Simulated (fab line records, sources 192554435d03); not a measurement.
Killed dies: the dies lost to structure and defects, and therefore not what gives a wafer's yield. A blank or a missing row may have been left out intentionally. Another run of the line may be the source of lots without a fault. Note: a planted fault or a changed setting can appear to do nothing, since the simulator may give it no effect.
Struck lot and sound lot, side by side + flow n5Finfet + 37 steps out of a route of 1938
Sound: wafers L628.1, L628.4, L628.5. Struck: wafer L623.2. (L623.6 of the same lot was not struck and is left out.) The cause comes at the end.
Order at every step that has rows: each side's tool, ch and its chambers, its first start. Under that, the readings that differ: sound wafers + struck wafers + difference of the means + sigmas: that difference in standard deviations of wafers without a fault.
alike: same words and numbers on both sides, and readings whose means sit less than 2 such deviations apart. not compared: any withheld reading, any reading some wafer has no value for, any bound like >300 that may hide the same value, and any number with overlapping values for which the record gives no deviation.
A row with sigmas, a row that says differs or no value, or rows on one side alone: a step with any of these is where the two part. When numbers do not overlap yet have no deviation, they are printed without sigmas and do not part them. A reading missing from all wafers of one side parts the sides only when that side holds two or more wafers.

first, 12 steps without rows for these wafers: N5_SD_EPI_P_ETCH_36 (etches SiARC in CF4, target depth 45.5 nm, time 75.8 s); N5_SD_EPI_P_ETCH_37 (etches SOC in N2/H2, overetch 108 nm, time 486 s); N5_SD_EPI_P_STRIP_38 (strips in N2/H2); N5_SD_EPI_P_ETCHBACK_46 (etches SiNx in CH3F/O2, stops on SiO2, target depth 17.5 nm); N5_SD_EPI_P_ETCH_47 (etches SiOCN in CH3F/O2, target depth 25 nm); N5_SD_EPI_P_ETCH_16 (etches SiO2 in CHF3/O2, target depth 5 nm); N5_SD_EPI_P_STRIP_50 (strips in CHF3/O2); N5_SD_EPI_P_SD_RECESS_17 (chemistry HBr/Cl2/O2, target depth 39.1 nm, bt time 3 s); N5_SD_EPI_P_WET_ETCH_45 (etches SiO2 in dHF, time 10.7 s, target depth 2 nm, rinse time 30 s); N5_SD_EPI_P_STRIP_40 (strips in N2/H2); N5_SD_EPI_P_PRECLEAN_52 (cleans in O3/DIW, time 60 s); N5_SD_EPI_P_SRD_20 (time 30 s).
N5_SD_EPI_P_PRECLEAN_51: cleans in NF3:NH3, afs cycles 1, time 20 s, sublimation time 60 s.
  sound on epiRpcvd-03 ch 0, day 6 17:40; struck on epiRpcvd-02 ch 0, day 5 06:53
  alike: chamberPressureTorr
then, 1 step without rows for these wafers: N5_SD_EPI_P_VAPOR_ETCH_44 (etches SiGe30 in NF3/Ar, time 3.3 s).
N5_SD_EPI_P_EPI_21: deposits SiGe:B, time 355 s.
  sound on epiRpcvd-03 ch 0, day 6 18:02; struck on epiRpcvd-02 ch 0, day 5 07:35
| reading                                    | sound          | struck | difference | sigmas |
|--------------------------------------------|----------------|--------|------------|--------|
| model.SiGe-B_of_SD_EPI_P_EPI_21.thkNm (nm) | 61.6 61.4 62.4 | 50.8   | -11.0      |        |
  alike: chamberPressureTorr, lampInnerPct
N5_SD_EPI_P_EPI_MEAS_23:
  struck on filmMetro-02, day 5 09:26; sound on filmMetro-02, day 6 20:13
| reading    | sound          | struck | difference | sigmas |
|------------|----------------|--------|------------|--------|
| thkNm (nm) | 61.9 61.5 64.4 | 50.2   | -12.4      | -10    |
then, 8 steps without rows for these wafers: N5_SD_EPI_P_HM_STRIP_48 (strips SiNx in H3PO4, material SiNx, target depth 3 nm); N5_SD_EPI_P_SRD_49 (time 30 s); N5_SD_EPI_P_PRECLEAN_24 (cleans in O3/DIW, time 45 s); N5_SD_EPI_P_PRECLEAN_32 (cleans in dHF, time 10 s); N5_SD_EPI_P_PRECLEAN_33 (cleans in SC2, time 45 s); N5_SD_EPI_P_SRD_25 (time 30 s); N5_SD_ACTIVATION_RTA_00 (time 0 s); N5_SD_ACTIVATION_LSA_01 (time 0.0008 s).
N5_SD_ACTIVATION_RS_MEAS_03: measures by four-point-probe.
  struck on filmMetro-02, day 5 10:04; sound on filmMetro-02, day 6 20:50
| reading          | sound          | struck | difference | sigmas |
|------------------|----------------|--------|------------|--------|
| RS_SD_P (ohm/sq) | 55.5 55.5 54.8 | 68.5   | +13.2      | +16    |
  alike: RS_SD_N
then, 10 steps without rows for these wafers: N5_ILD0_LINER_00 (material SiNx, target thk 4 nm, pulse time 1 s, purge time 2 s); N5_ILD0_FCVD_FILL_01 (material SiO2 flowable, target thk 200 nm, time 328.3 s); N5_ILD0_CURE_02 (time 1800 s); N5_ILD0_CMP_03 (polishes, stops on SiNx, t overpolish 1.9 s, target thk 197.38 nm); N5_ILD0_CMP_07 (polishes SiO2 flowable, stops on poly-Si, t overpolish 1.18 s, target thk 138.88 nm); N5_ILD0_PRECLEAN_10 (cleans in NF3:NH3, afs cycles 5, time 20 s, sublimation time 60 s); N5_ILD0_ALD_15 (deposits SiNx, target thk 24 nm, pulse time 1 s, ald cycles 480); N5_ILD0_CMP_12 (polishes SiNx, stops on poly-Si, t overpolish 6 s, target thk 17.67 nm); N5_SDB_HM_DEP_00 (deposits SiNx from SiH4/NH3/N2, target thk 40 nm, time 35.3 s); N5_SDB_COAT_03 (time 60 s, resist thk 100 nm).
N5_MOL_CONTACT_COAG_ETCH_110: etches Si in CF4/O2, target depth 2.5 nm, time 8 s.
  sound on rieDiel-02 ch 1,3, day 8 02:26; struck on rieDiel-01 ch 1, day 6 16:27
| reading                                    | sound          | struck | difference | sigmas |
|--------------------------------------------|----------------|--------|------------|--------|
| model.SiGe-B_of_SD_EPI_P_EPI_21.thkNm (nm) | 58.6 58.4 59.4 | 48.4   | -10.4      |        |
  alike: drypumpMotorCurrentA, mfcArSccm, oesProductAu, rfVppV, showerheadPlenumPTorr, throttleValvePct
  not compared: rfHoursCounterH
-- the record jumps here: 3 days lie between the struck wafers' starts before and after (it left off in module MOL_CONTACT_COAG and takes up again in module BEOL_M4, whose first step shown is number 1111 of the route) --
N5_BEOL_M4_RC_MEAS_101:
  sound on prober-01 ch 0, day 11 06:27; struck on prober-01 ch 0, day 9 22:51
| reading             | sound                     | struck   | difference | sigmas |
|---------------------|---------------------------|----------|------------|--------|
| DIBL_P (mV/V)       | 37.9 38.0 37.1            | 34.3     | -3.4       | -2     |
| IOFF_P (nA/um)      | 0.281 0.304 0.271         | 0.138    | -0.147     | -5     |
| IOFF_P_85C (nA/um)  | 4.6 4.8 4.4               | 2.5      | -2.1       | -5     |
| IOFF_P_LIN (nA/um)  | 0.131 0.138 0.129         | 0.067    | -0.066     | -5     |
| IOFF_P_LONG (nA/um) | 0.000124 0.000124 0.00012 | 0.000149 | +0.000026  | +3     |
| ION_P (uA/um)       | 477 483 476               | 422      | -57        | -9     |
| REXT_P (ohm.um)     | 98.6 98.3 99.0            | 151.3    | +52.7      | +28    |
| RS_SD_P (ohm/sq)    | 65.2 65.3 64.0            | 79.4     | +14.6      | +15    |
| VT_P (mV)           | -242 -241 -244            | -259     | -17        | -6     |
| VT_P_LVT (mV)       | -94.5 -92.9 -94.7         | -111.4   | -17.4      | -8     |
  alike: DIBL_N, IOFF_N, ION_N, SS_N, SS_P, VT_N

## WHERE THEY PART
Earliest at N5_SD_EPI_P_EPI_MEAS_23; latest, in this record, at N5_BEOL_M4_RC_MEAS_101.

WHY: whatever the simulator had introduced
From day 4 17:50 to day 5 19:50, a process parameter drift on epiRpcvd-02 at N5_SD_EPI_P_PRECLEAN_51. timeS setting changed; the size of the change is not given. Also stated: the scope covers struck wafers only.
